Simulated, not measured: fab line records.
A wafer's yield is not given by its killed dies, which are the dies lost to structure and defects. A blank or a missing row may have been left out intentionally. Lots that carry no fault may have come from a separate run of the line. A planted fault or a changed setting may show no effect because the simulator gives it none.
fab line records | flow nand_harc
[record] lots = 12 | wafers = 36 | last_day = 34
route steps=1302 shown P_GATE@157 END@1302
lots that met no fault: taken from a fault-free run of the same line
start_h: hours from the record's first day to the start of the lot's first wafer shown | wait_h: time in hours since the lot's previous step | " as in the row above | L1.1+2: a single row standing in for several wafers | - value missing, or start not given | * or withheld: withheld | < > ~ a bound
route shown NAME@n: NAME is a module with steps in the file, n the number in the route of the first one | usual: mean/standard deviation of fault-free wafers | same: alike in all rows | chamber/n: place in a boat | sites: per-site readings | _std_site: standard deviation of those values | _edge_site: mean of outer sites minus mean of inner sites | radius_mm: how far each site lies from the wafer's centre | mask NAME#n: copy n | behind: the tool/chamber that last shaped the wafer | hold: why the lot was held/for how many hours/how that ended | device: transistor that didn't switch, given as n, p or np | end of line: at the end of the route, the tests of the same wafers | where a step has no rows: the recipe by itself | killed: the dies lost at the first sort to structure and to defects; this is not the yield of the wafer | map: a wafer's dies, marking killed ones x, the rest . and places with no die _
set.NAME: the setting as run; set.NAME@STEP: as run at that earlier step | model.NAME: the simulator's own value behind a step, which no gauge read
the route's steps for a sample of lots (tables are steps, rows are wafers)
services: from which hour (start_h, from the record's first day; less than 0 if before it) a tool's chamber was out of use, for how many hours, and why
[[steps]]
[step NHARC_P_GATE_STRIP_101]
[recipe] time_s = 20 | o2_flow_sccm = 500 | ar_flow_sccm = 0 | bias_w = 0 | chemistry = O2
[usual] drypump_motor_current_A = 5.6/0.47 | oes_product_au = 0.999/0.0076 | rf_vpp_V = 58.2/0.9 | showerhead_plenum_p_Torr = 3.64/0.13 | throttle_valve_pct = 17.037/0.009
lot.wafer | tool        | chamber | start_h | wait_h | drypump_motor_current_A | oes_product_au | rf_hours_counter_h | rf_vpp_V | showerhead_plenum_p_Torr | throttle_valve_pct
L632.4    | rie_diel-10 | 0       | 121.70  | 0.1    | 6.7                     | 1.011          | 3.2                | 56.0     | 3.50                     | 17.038
L632.1    | "           | 1       | "       | "      | 5.5                     | 1.000          | 2.8                | 58.2     | 3.34                     | 17.042
L632.2    | "           | 2       | "       | "      | 5.1                     | 1.005          | 1.0                | 59.3     | 3.76                     | 17.049
L631.2    | rie_diel-05 | 3       | 122.42  | 0.1    | 6.2                     | 0.987          | 3.4                | 58.8     | 3.73                     | 17.027
L631.1    | "           | 2       | "       | "      | 5.7                     | 0.990          | 3.2                | 59.8     | 3.78                     | 17.050
L631.5    | "           | 3       | "       | "      | 6.2                     | 0.995          | -                  | 57.6     | 3.73                     | 17.028
L633.4    | rie_diel-08 | 0       | 134.41  | 0.1    | 5.1                     | 1.010          | 4.9                | 58.1     | 3.43                     | 17.042
L633.1    | "           | 1       | "       | "      | 6.2                     | 1.004          | 5.0                | 57.2     | 3.58                     | 17.036
L633.2    | "           | 3       | "       | "      | 5.3                     | 1.000          | 5.6                | 57.4     | 3.59                     | 17.055
L634.2    | rie_diel-05 | 1       | 147.37  | 0.1    | 5.1                     | 1.009          | 5.2                | 56.5     | 3.77                     | 17.025
L634.4    | "           | 2       | "       | "      | 5.7                     | 1.001          | 4.5                | 58.0     | 3.78                     | 17.013
L634.5    | "           | 1       | "       | "      | 5.1                     | 1.004          | -                  | 57.7     | 3.77                     | 17.038
L637.4    | rie_diel-08 | 1       | 181.52  | 0.1    | 6.2                     | 0.995          | 7.7                | 56.7     | 3.58                     | 17.039
L637.5    | "           | 2       | "       | "      | 5.7                     | 0.992          | -                  | 56.6     | 3.68                     | 17.043
L637.6    | "           | 3       | "       | "      | 5.3                     | 0.993          | -                  | 58.0     | 3.59                     | 17.029
L643.4    | rie_diel-08 | 2       | 234.17  | 0.1    | 5.8                     | 0.997          | 1.8                | 58.5     | 3.68                     | 17.031
L643.6    | "           | 1       | "       | "      | 6.2                     | 0.995          | -                  | 58.1     | 3.58                     | 17.029
L643.5    | "           | 2       | "       | "      | 5.7                     | 0.996          | -                  | 58.1     | 3.68                     | 17.042
L644.2    | rie_diel-08 | 3       | 251.22  | 0.1    | 5.3                     | 1.000          | 2.7                | 59.2     | 3.59                     | 17.015
L644.4    | "           | 1       | "       | "      | 6.1                     | 0.997          | 2.0                | 57.7     | 3.58                     | 17.042
L644.5    | "           | 0       | "       | "      | 5.1                     | 1.010          | -                  | 58.0     | 3.43                     | 17.043
L646.4    | rie_diel-08 | 1       | 269.39  | 0.1    | 6.2                     | 0.999          | 2.2                | 57.8     | 3.58                     | 17.048
L646.1    | "           | 2       | "       | "      | 5.8                     | 1.005          | 2.5                | 57.6     | 3.68                     | 17.040
L646.3    | "           | 3       | "       | "      | 5.3                     | 0.986          | 2.9                | 58.3     | 3.59                     | 17.031
L649.2    | rie_diel-05 | 0       | 301.72  | 0.1    | 6.0                     | 1.002          | 3.0                | 59.4     | 3.56                     | 17.036
L649.3    | "           | 1       | "       | "      | 5.1                     | 1.002          | 3.2                | 60.5     | 3.77                     | 17.028
L649.6    | "           | 2       | "       | "      | 5.7                     | 1.012          | -                  | 56.8     | 3.77                     | 17.028
L650.1    | rie_diel-05 | 0       | 306.76  | 0.1    | 5.9                     | 1.006          | 3.3                | 57.8     | 3.56                     | 17.038
L650.4    | "           | 1       | "       | "      | 5.1                     | 0.997          | 3.4                | 60.7     | 3.77                     | 17.049
L650.3    | "           | 2       | "       | "      | 5.7                     | 1.001          | 4.1                | 59.1     | 3.77                     | 17.040
L651.4    | rie_diel-05 | 1       | 318.86  | 0.1    | 5.1                     | 0.996          | 3.6                | 57.5     | 3.76                     | 17.047
L651.2    | "           | 0       | "       | "      | 5.9                     | 1.014          | 3.5                | 57.7     | 3.56                     | 17.040
L651.5    | "           | 2       | "       | "      | 5.7                     | 0.994          | -                  | 58.6     | 3.77                     | 17.038
L653.1    | rie_diel-05 | 0       | 343.33  | 0.1    | 6.0                     | 1.008          | 4.8                | 57.9     | 3.56                     | 17.036
L653.3    | "           | 3       | "       | "      | 6.2                     | 0.982          | 5.6                | 59.0     | 3.72                     | 17.022
L653.5    | "           | 1       | "       | "      | 5.1                     | 1.001          | -                  | 57.6     | 3.76                     | 17.043
[step NHARC_P_GATE_STRIP_76]
[recipe] power_w = 1500 | temp_c = 250 | chemistry = O2
[usual] drypump_motor_current_A = 5.2/0.38 | heater_power_w = 332/14 | rf_refl_power_W = 23/11
lot.wafer | tool            | chamber | start_h | wait_h | drypump_motor_current_A | heater_power_w | rf_hours_counter_h | rf_refl_power_W
L632.2    | plasma_asher-01 | 0       | 124.94  | 0.2    | 4.9                     | 307            | 30                 | 40
L632.1    | "               | 1       | "       | "      | 5.1                     | 317            | 30                 | 16
L632.4    | "               | 1       | "       | "      | 5.1                     | 325            | -                  | 17
L631.1    | plasma_asher-01 | 1       | 125.79  | 0.2    | 5.1                     | 317            | 31                 | 17
L631.2    | "               | 0       | "       | "      | 4.9                     | 300            | 31                 | 41
L631.5    | "               | 0       | "       | "      | 5.0                     | 307            | -                  | 40
L633.1    | plasma_asher-02 | 1       | 137.77  | 0.2    | 4.9                     | 354            | 10                 | 22
L633.2    | "               | 0       | "       | "      | 5.9                     | 337            | 10                 | 12
L633.4    | "               | 0       | "       | "      | 5.9                     | 334            | -                  | 12
L634.2    | plasma_asher-02 | 0       | 150.73  | 0.2    | 5.9                     | 336            | 13                 | 13
L634.4    | "               | 1       | "       | "      | 4.9                     | 354            | -                  | 22
L634.5    | "               | 1       | "       | "      | 4.9                     | 365            | -                  | 22
L637.4    | plasma_asher-02 | 0       | 184.98  | 0.2    | 5.9                     | 331            | -                  | 12
L637.6    | "               | 0       | "       | "      | 5.9                     | 328            | -                  | 13
L637.5    | "               | 1       | "       | "      | 4.9                     | 359            | -                  | 21
L643.4    | plasma_asher-01 | 1       | 237.66  | 0.1    | 5.1                     | 323            | -                  | 16
L643.5    | "               | 0       | "       | "      | 4.9                     | 318            | -                  | 40
L643.6    | "               | 1       | "       | "      | 5.1                     | 339            | -                  | 16
L644.2    | plasma_asher-01 | 1       | 254.79  | 0.2    | 5.1                     | 326            | 16                 | 17
L644.4    | "               | 1       | "       | "      | 5.1                     | 328            | -                  | 17
L644.5    | "               | 0       | "       | "      | 4.9                     | 318            | -                  | 41
L646.1    | plasma_asher-01 | 0       | 272.76  | 0.2    | 4.9                     | 318            | 21                 | 41
L646.4    | "               | 1       | "       | "      | 5.0                     | 327            | -                  | 17
L646.3    | "               | 0       | "       | "      | 4.9                     | 319            | -                  | 41
L649.2    | plasma_asher-02 | 0       | 305.00  | 0.2    | 5.9                     | 347            | 8                  | 12
L649.3    | "               | 1       | "       | "      | 4.9                     | 325            | -                  | 22
L649.6    | "               | 0       | "       | "      | 5.9                     | 354            | -                  | 13
L650.1    | plasma_asher-01 | 0       | 310.24  | 0.2    | 5.0                     | 315            | 28                 | 39
L650.4    | "               | 1       | "       | "      | 5.0                     | 331            | -                  | 16
L650.3    | "               | 0       | "       | "      | 5.0                     | 324            | -                  | 40
L651.2    | plasma_asher-01 | 0       | 322.33  | 0.2    | 4.9                     | 320            | 31                 | 40
L651.4    | "               | 0       | "       | "      | 4.9                     | 316            | -                  | 40
L651.5    | "               | 1       | "       | "      | 5.1                     | 327            | -                  | 17
L653.1    | plasma_asher-02 | 0       | 346.99  | 0.2    | 5.9                     | 351            | 18                 | 12
L653.3    | "               | 0       | "       | "      | 5.9                     | 361            | -                  | 12
L653.5    | "               | 1       | "       | "      | 4.9                     | 330            | -                  | 23
[step NHARC_P_GATE_EXPOSE_88]
[recipe] na = 0.6 | target_cd_nm = 2000 | dose_mj = 11.87 | mask_id = P_HVN
lot.wafer  | tool           | chamber | start_h | wait_h | mask
L632.1+2+4 | krf_scanner-02 | 0       | 125.71  | -      | P_HVN#0
L631.1+2+5 | krf_scanner-01 | 0       | 126.57  | -      | P_HVN#0
L633.1+2+4 | krf_scanner-02 | 0       | 138.54  | -      | P_HVN_R1#0
L634.2+4+5 | krf_scanner-01 | 0       | 151.50  | -      | P_HVN#0
L637.4+5+6 | krf_scanner-01 | 0       | 185.74  | -      | P_HVN#0
L643.4+5+6 | krf_scanner-01 | 0       | 238.40  | -      | P_HVN#0
L644.2+4+5 | krf_scanner-02 | 0       | 255.55  | -      | P_HVN#0
L646.1+3+4 | krf_scanner-01 | 0       | 273.51  | -      | P_HVN#0
L649.2+3+6 | krf_scanner-03 | 0       | 305.77  | -      | P_HVN#0
L650.1+3+4 | krf_scanner-01 | 0       | 310.99  | -      | P_HVN#0
L651.2+4+5 | krf_scanner-03 | 0       | 323.10  | -      | P_HVN#0
L653.1+3+5 | krf_scanner-02 | 0       | 347.74  | -      | P_HVN#0
[step NHARC_P_GATE_CD_MEAS_91]
[recipe] target_cd_nm = 2000 | landing_energy_ev = 500
[usual] cd_nm = 1998.5/1.7
lot.wafer | tool      | chamber | start_h | wait_h | cd_nm
L632.1    | cd_sem-03 | 0       | 125.86  | -      | 1999.3
L632.2    | "         | 0       | "       | "      | 2000.9
L632.4    | "         | 0       | "       | "      | 1999.3
L631.1    | cd_sem-02 | 0       | 126.73  | -      | 1997.6
L631.2    | "         | 0       | "       | "      | 1999.3
L631.5    | "         | 0       | "       | "      | 1997.4
L633.1    | cd_sem-01 | 0       | 138.70  | -      | 2025.4
L633.2    | "         | 0       | "       | "      | 2026.2
L633.4    | "         | 0       | "       | "      | 2026.0
L634.2    | cd_sem-01 | 0       | 151.66  | -      | 1998.9
L634.4    | "         | 0       | "       | "      | 2001.1
L634.5    | "         | 0       | "       | "      | 2000.4
L637.4    | cd_sem-01 | 0       | 185.89  | -      | 1998.5
L637.5    | "         | 0       | "       | "      | 1999.3
L637.6    | "         | 0       | "       | "      | 1996.9
L643.4    | cd_sem-02 | 0       | 238.55  | -      | 1999.2
L643.5    | "         | 0       | "       | "      | 1997.8
L643.6    | "         | 0       | "       | "      | 1997.4
L644.2    | cd_sem-02 | 0       | 255.71  | -      | 2000.1
L644.4    | "         | 0       | "       | "      | 1999.0
L644.5    | "         | 0       | "       | "      | 1997.9
L646.1    | cd_sem-01 | 0       | 273.67  | -      | 1998.1
L646.3    | "         | 0       | "       | "      | 1997.5
L646.4    | "         | 0       | "       | "      | 1998.0
L649.2    | cd_sem-01 | 0       | 305.93  | -      | 1998.2
L649.3    | "         | 0       | "       | "      | 1998.1
L649.6    | "         | 0       | "       | "      | 1998.4
L650.1    | cd_sem-01 | 0       | 311.16  | -      | 1995.1
L650.3    | "         | 0       | "       | "      | 1998.2
L650.4    | "         | 0       | "       | "      | 1996.3
L651.2    | cd_sem-03 | 0       | 323.25  | -      | 2000.4
L651.4    | "         | 0       | "       | "      | 2000.1
L651.5    | "         | 0       | "       | "      | 2002.2
L653.1    | cd_sem-01 | 0       | 347.89  | -      | 1996.9
L653.3    | "         | 0       | "       | "      | 1998.6
L653.5    | "         | 0       | "       | "      | 1996.8
[step NHARC_P_GATE_STRIP_113]
[recipe] power_w = 1500 | temp_c = 110 | time_s = 740 | chemistry = N2/H2
[usual] drypump_motor_current_A = 5.2/0.37 | heater_power_w = 88/4.1 | rf_refl_power_W = 24/11
lot.wafer | tool            | chamber | start_h | wait_h | drypump_motor_current_A | heater_power_w | rf_hours_counter_h | rf_refl_power_W
L632.2    | plasma_asher-02 | 0       | 126.39  | 0.2    | 5.9                     | 91             | 8                  | 13
L632.1    | "               | 1       | "       | "      | 4.9                     | 97             | 8                  | 23
L632.4    | "               | 0       | "       | "      | 5.9                     | 86             | -                  | 12
L631.1    | plasma_asher-01 | 0       | 127.26  | 0.2    | 5.0                     | 82             | 31                 | 41
L631.2    | "               | 1       | "       | "      | 5.1                     | 84             | 31                 | 17
L631.5    | "               | 0       | "       | "      | 5.0                     | 82             | -                  | 40
L633.1    | plasma_asher-01 | 1       | 139.23  | 0.2    | 5.1                     | 84             | 34                 | 18
L633.2    | "               | 0       | "       | "      | 5.0                     | 82             | 34                 | 40
L633.4    | "               | 0       | "       | "      | 5.0                     | 81             | -                  | 40
L634.2    | plasma_asher-01 | 1       | 152.19  | 0.2    | 5.1                     | 85             | 37                 | 17
L634.4    | "               | 1       | "       | "      | 5.0                     | 83             | -                  | 17
L634.5    | "               | 0       | "       | "      | 5.0                     | 83             | -                  | 41
L637.4    | plasma_asher-01 | 1       | 186.65  | 0.3    | 5.1                     | 89             | -                  | 17
L637.5    | "               | 1       | "       | "      | 5.0                     | 87             | -                  | 17
L637.6    | "               | 0       | "       | "      | 4.9                     | 86             | -                  | 40
L643.4    | plasma_asher-02 | 0       | 239.44  | 0.5    | 5.9                     | 88             | -                  | 12
L643.6    | "               | 1       | "       | "      | 4.9                     | 94             | -                  | 21
L643.5    | "               | 0       | "       | "      | 5.9                     | 87             | -                  | 12
L644.2    | plasma_asher-01 | 0       | 256.81  | 0.7    | 4.9                     | 87             | 18                 | 41
L644.4    | "               | 1       | "       | "      | 5.1                     | 89             | -                  | 18
L644.5    | "               | 1       | "       | "      | 5.1                     | 88             | -                  | 18
L646.1    | plasma_asher-02 | 0       | 274.32  | 0.3    | 5.9                     | 96             | 3                  | 12
L646.3    | "               | 1       | "       | "      | 4.9                     | 87             | -                  | 21
L646.4    | "               | 0       | "       | "      | 5.9                     | 95             | -                  | 12
L649.2    | plasma_asher-01 | 1       | 306.45  | 0.2    | 5.1                     | 90             | 27                 | 17
L649.3    | "               | 0       | "       | "      | 5.0                     | 83             | -                  | 40
L649.6    | "               | 1       | "       | "      | 5.0                     | 90             | -                  | 17
L650.1    | plasma_asher-01 | 0       | 311.69  | 0.2    | 4.9                     | 85             | 28                 | 40
L650.3    | "               | 0       | "       | "      | 4.9                     | 83             | -                  | 40
L650.4    | "               | 1       | "       | "      | 5.1                     | 86             | -                  | 17
L651.2    | plasma_asher-02 | 0       | 323.78  | 0.2    | 5.9                     | 94             | 10                 | 13
L651.4    | "               | 1       | "       | "      | 4.9                     | 89             | -                  | 22
L651.5    | "               | 0       | "       | "      | 5.9                     | 96             | -                  | 12
L653.1    | plasma_asher-02 | 1       | 348.70  | 0.5    | 4.9                     | 87             | 19                 | 22
L653.3    | "               | 0       | "       | "      | 5.9                     | 94             | -                  | 12
L653.5    | "               | 0       | "       | "      | 5.9                     | 94             | -                  | 11
[step NHARC_END_SORT_01]
[recipe] temp_c = 25
[usual] killed_at_array = 55/15 | killed_at_other = 1.0/1.2 | killed_at_periphery = 3.4/2.2 | killed_dies = 59/15 | killed_open = 3.2/2 | killed_short = 2.5/1.7
[same] gross_dies = 677
lot.wafer | tool      | chamber | start_h | wait_h | killed_at_array | killed_at_other | killed_at_periphery | killed_dies | killed_open | killed_short
L646.1    | prober-02 | 0       | 721.48  | 4.8    | 51              | 0               | 7                   | 58          | 4           | 3
// killed by level:class
L646.1 A_SLIT:chamber_film_flake=33 A_CHANNEL_HOLE_D1:chamber_film_flake=7 P_CONTACT:chamber_film_flake=4 A_CONTACT:chamber_film_flake=4 P_M0:geometric_particle:open=1 P_M0:geometric_particle:short=1 A_CHANNEL_FILL_D1:geometric_particle:open=1 A_ONON_D2:geometric_particle:short=1
[[services]]
tool            | chamber | start_h | hours | kind
rie_diel-05     | -       | 102.42  | 0.9   | repair
rie_diel-10     | 2       | 108.65  | 3.6   | repair
krf_scanner-02  | -       | 118.30  | 0.7   | repair
krf_scanner-01  | -       | 140.00  | 4.0   | pm
rie_diel-08     | 3       | 144.36  | 9.3   | repair
rie_diel-08     | 2       | 149.44  | 7.8   | repair
rie_diel-08     | 1       | 158.60  | 9.4   | repair
plasma_asher-01 | -       | 165.20  | 9.0   | pm
krf_scanner-02  | -       | 189.91  | 0.6   | repair
rie_diel-08     | -       | 190.80  | 9.0   | pm
rie_diel-05     | 3       | 203.81  | 5.2   | repair
rie_diel-10     | 1       | 216.80  | 14.7  | repair
krf_scanner-03  | -       | 224.00  | 4.0   | pm
rie_diel-05     | -       | 230.28  | 9.0   | pm
krf_scanner-03  | -       | 240.93  | 0.3   | repair
krf_scanner-01  | -       | 246.67  | 1.4   | repair
plasma_asher-02 | -       | 249.32  | 9.0   | pm
krf_scanner-01  | -       | 253.63  | 1.7   | repair
krf_scanner-02  | -       | 266.00  | 4.0   | pm
plasma_asher-02 | -       | 285.55  | 1.2   | repair
krf_scanner-02  | -       | 293.84  | 2.9   | repair
krf_scanner-03  | -       | 298.00  | 0.2   | repair
krf_scanner-01  | -       | 312.00  | 4.0   | pm
plasma_asher-01 | -       | 342.20  | 9.0   | pm
[[key]]
[first_sign] step = NHARC_P_GATE_EXPOSE_88 | reading = mask | direction = changed
[effect] step = NHARC_P_GATE_CD_MEAS_91 | reading = cd_nm | direction = up | sigmas = 16 | usual = 1998.5 | struck = 2025.9
met_at NHARC_P_GATE_EXPOSE_88
struck_lots L633
tester_left_out L633
not_acting_at NHARC_P_GATE_STRIP_101,NHARC_P_GATE_STRIP_76,NHARC_P_GATE_STRIP_113
onset_between 125.71 138.54
[fault] kind = wrong_mask | tool = any | chamber = - | onset_h = 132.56 | steps = NHARC_P_GATE_EXPOSE_88 | aux_copy = P_HVN_R1#0 | cd_offset_nm = 26.095 | scope = struck_lots_only
// tester_left_out: of these lots the tester's yield and bins aren't shown, on N5 and GAA mostly nor the transistor test; their killed dies are dies lost to structure and defects alone, not to doping, threshold or leakage, so they don't give the yield
